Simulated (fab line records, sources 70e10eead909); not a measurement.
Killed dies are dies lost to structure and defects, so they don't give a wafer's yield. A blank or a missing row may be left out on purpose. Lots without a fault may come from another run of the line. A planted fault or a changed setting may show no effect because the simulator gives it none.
Problem report in the 8D (eight disciplines) form, filled by code | flow nand_harc | the parts of the form that need people (team, actions taken, sign-off) are left out

1. THE PROBLEM
killed_at_periphery at NHARC_END_SORT_01 reads a mean of 89.0 on 1 wafer of 1 lot; wafers without a fault read 3.6 with a standard deviation of 2.8. That is +31 standard deviations from the usual mean.
First seen on wafer L254.1, day 28 22:59, on prober-01. The record holds 23 wafers of 8 lots with a number at this step. Rule for "out", or "out of limits": more than 4 standard deviations from the usual mean. The other wafers with a number count as sound.

2. WHAT IT IS AND WHAT IT IS NOT
question                    | is                  | is not
which readings at this step | killed_at_periphery | killed_at_array, killed_at_other, killed_open, killed_short
which lots                  | L254                | L248, L249, L255, L257, L258, L263, L265
which wafers of those lots  | L254.1              | L254.4
read on which gauges        | prober-01           | prober-02
when                        | from day 28 22:59   | up to then (6 sound wafers); but 16 sound wafers of L254, L255, L257, L258, L263, L265 came after

3. SUSPECTS, AND WHAT RULES EACH OUT
Counting: a tool at a process step up to the reading stays a suspect if it ran every lot that is out. Sound lots after the first of them don't rule it out here, since some wafers of a struck lot are sound.
- the gauge at NHARC_END_SORT_01: kept. All the wafers that are out were read on prober-01, and no step on other tools shows them out.
- rie_diel-07 at NHARC_P_M1_ETCH_35 (etches the open film in N2/H2, target depth 40 nm, overetch 12 nm, time 43.94 s): kept. It ran the lot that is out, L254 (day 10 19:31); its last sound lot up to then is L249 (day 8 16:41).
- pecvd-01 at NHARC_THIN_TSV_DEP_47 (deposits SiO2, target thk 200 nm): kept. It ran the lot that is out, L254 (day 28 06:49); its last sound lot up to then is L249 (day 26 18:29).
- pvd_sputter-02 at NHARC_THIN_TSV_PVD_19 (deposits TaN, target thk 20 nm): kept. It ran the lot that is out, L254 (day 28 12:39); its last sound lot up to then is L248 (day 26 22:43). NHARC_THIN_TSV_PVD_19 gives no start for some lots, so the hours and the order of its lots are those of NHARC_THIN_TSV_DEGAS_53.
- pvd_sputter-01 at NHARC_THIN_TSV_DEGAS_53 (time 60 s): kept. It ran the lot that is out, L254 (day 28 12:39).
- Within rie_diel-07 at NHARC_P_M1_ETCH_35: the wafers that are out ran in chamber 1; their sound lot-mates ran in chamber 3.
- Within pecvd-01 at NHARC_THIN_TSV_DEP_47: the wafers that are out ran in chamber 2; their sound lot-mates ran in chamber 0.
Left after counting: rie_diel-07 at NHARC_P_M1_ETCH_35, pecvd-01 at NHARC_THIN_TSV_DEP_47, pvd_sputter-02 at NHARC_THIN_TSV_PVD_19, pvd_sputter-01 at NHARC_THIN_TSV_DEGAS_53, prober-01 at NHARC_END_SORT_01.

4. THE CAUSE (what the simulator had put in)
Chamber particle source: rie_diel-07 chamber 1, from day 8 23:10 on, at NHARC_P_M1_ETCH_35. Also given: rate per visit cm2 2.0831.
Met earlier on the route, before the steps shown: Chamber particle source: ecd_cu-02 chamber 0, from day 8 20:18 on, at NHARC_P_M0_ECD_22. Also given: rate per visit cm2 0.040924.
Counting left 5 suspects, and this tool is among them.

5. THE CHAIN OF EFFECTS, in route order
Each row: a reading whose mean over the struck wafers that have a number lies more than 3 standard deviations from the usual. Only readings for which the record gives a usual standard deviation are gone through. hours: the time from each lot's start at the first step in this table that gives one to its start at this step, as a median over the lots. sigmas: the change in usual standard deviations.
hours | step              | reading              | usual | on struck wafers | change | sigmas
0     | NHARC_END_SORT_01 | defect_limited_yield | 91 %  | 79               | -12    | -4.0
0     | NHARC_END_SORT_01 | killed_at_periphery  | 3.6   | 89.0             | +85.4  | +31
0     | NHARC_END_SORT_01 | killed_dies          | 60    | 139              | +79    | +4.0

6. WHAT WOULD HAVE CAUGHT IT SOONER
In this record the first reading out of limits at a measuring or inspecting step was taken at day 28 22:59, 480 hours after the fault began at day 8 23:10.
Of the tool readings at NHARC_P_M1_ETCH_35 for which the record gives a usual standard deviation, none was out on any struck wafer, so an alarm limit of 4 standard deviations on them would not have fired.
All the lots that are out (1) had begun NHARC_P_M1_ETCH_35 on rie_diel-07 by day 28 22:59. A hold on the tool at that time would have spared none of them.
